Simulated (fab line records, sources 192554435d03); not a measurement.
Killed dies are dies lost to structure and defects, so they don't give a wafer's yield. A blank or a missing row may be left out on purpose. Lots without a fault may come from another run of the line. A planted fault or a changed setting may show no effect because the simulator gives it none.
Split-lot experiment | flow n5_finfet | 7 lots, 21 wafers read, on a route of 1938 steps

THE SPLIT
At N5_MOL_CONTACT_COAG_ALD_27 (deposits SiOC, target thk 17 nm, pulse time 1.5 s, time 2720 s), the setting ald_cycles was moved away from the recipe's 340 on 5 of the 21 wafers read, by -15.9% to +6.2%. The other wafers ran this setting at the recipe's value.

The reading is taken at the split's own step.

THE READING
SiOC_of_MOL_CONTACT_COAG_ALD_27.thk_nm (the simulator's own value, which no gauge read), in nm, at N5_MOL_CONTACT_COAG_ALD_27 (deposits SiOC, target thk 17 nm, pulse time 1.5 s, time 2720 s). The file gives no usual value for it. The 16 wafers here that ran the recipe average 17.0 nm, standard deviation 0.14 nm.

wafer  | tool, chamber at the split | ald_cycles as run | against the recipe | SiOC_of_MOL_CONTACT_COAG_ALD_27.thk_nm, nm | against lot-mates on the recipe
L074.1 | ald_sin-03, 2,1            | 340               | recipe             | 17                                         | -
L074.5 | ald_sin-03, 2,1            | 340               | recipe             | 17                                         | -
L074.2 | ald_sin-03, 3              | 340               | recipe             | 16.8                                       | -
L080.1 | ald_sin-03, 2,0            | 340               | recipe             | 16.8                                       | -
L080.2 | ald_sin-03, 2,0            | 340               | recipe             | 16.8                                       | -
L080.5 | ald_sin-03, 2              | 361               | +6.2%              | 18                                         | +1.2
L081.1 | ald_sin-03, 0,3            | 340               | recipe             | 17                                         | -
L081.5 | ald_sin-03, 0,3            | 340               | recipe             | 17                                         | -
L081.2 | ald_sin-03, 2              | 286               | -15.9%             | 14.2                                       | -2.8
L084.1 | ald_sin-03, 3              | 288               | -15.3%             | 14.2                                       | -2.9
L084.2 | ald_sin-03, 1              | 340               | recipe             | 17.2                                       | -
L084.4 | ald_sin-03, 0              | 340               | recipe             | 17                                         | -
L086.1 | ald_sin-03, 1              | 340               | recipe             | 17                                         | -
L086.3 | ald_sin-03, 0,3            | 340               | recipe             | 16.8                                       | -
L086.5 | ald_sin-03, 0,3            | 340               | recipe             | 16.8                                       | -
L087.3 | ald_sin-02, 0,2            | 340               | recipe             | 17.2                                       | -
L087.5 | ald_sin-02, 0,2            | 340               | recipe             | 17.2                                       | -
L087.6 | ald_sin-02, 1              | 354               | +4.1%              | 17.8                                       | +0.6
L091.4 | ald_sin-03, 1,3            | 340               | recipe             | 17                                         | -
L091.5 | ald_sin-03, 1,3            | 340               | recipe             | 17                                         | -
L091.6 | ald_sin-03, 2              | 323               | -5.0%              | 16.2                                       | -0.8
Where a row lists several chambers, the file gives one row for several wafers and doesn't say which wafer went through which chamber.

THE FIT
A straight line over all 21 wafers: SiOC_of_MOL_CONTACT_COAG_ALD_27.thk_nm changes by +0.177 nm for each +1% of ald_cycles; r = +0.99; the points scatter about the line by 0.13 nm.
The same after taking each lot's own level away (the mean of its wafers on the recipe; 21 wafers): +0.181 nm for each +1%; r = +1.00; scatter 0.084 nm.
On that fit, the largest move of ald_cycles shifts the reading by 2.9 nm.
The lots' own levels span 16.80 to 17.20 nm, that is 2.9 times the standard deviation above.
So the lot-to-lot level changes the slope little: the two slopes agree.
Check: with one of the wafers moved furthest among these (-15.9%) left out of the fit, the line predicts -2.95 nm for it against its lot-mates. It came out at -2.8 nm against them.

OTHER SPLITS ON THESE WAFERS
These wafers also went through other splits before the reading. Each is held against what the fit with the lots' levels taken away leaves over:
other split on the same wafers            | wafers away from the commonest value | r with SiOC_of_MOL_CONTACT_COAG_ALD_27.thk_nm (lot level and that fit taken away)
N5_WELL_APT_COAT_02 spin_rpm              | 5                                    | +0.15
N5_PMOS_HMC_CHANNEL_EPI_PEB_07 peb_time_s | 5                                    | -0.08
N5_SPACER0_ALD_00 ald_cycles              | 6                                    | -0.08
N5_SD_EPI_N_PEB_07 peb_temp_c             | 6                                    | +0.19
N5_SD_EPI_N_ETCH_35 source_w              | 10                                   | +0.00
N5_SDB_COAT_03 spin_rpm                   | 6                                    | +0.08
N5_SDB_COAT_05 spin_rpm                   | 6                                    | +0.37
N5_HKMG_FIN_ETCH_54 bias_w                | 2                                    | +0.00

THE FILE'S OWN FIT
SiOC_of_MOL_CONTACT_COAG_ALD_27.thk_nm changes by +0.181 nm for each +1% of ald_cycles, r = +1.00.
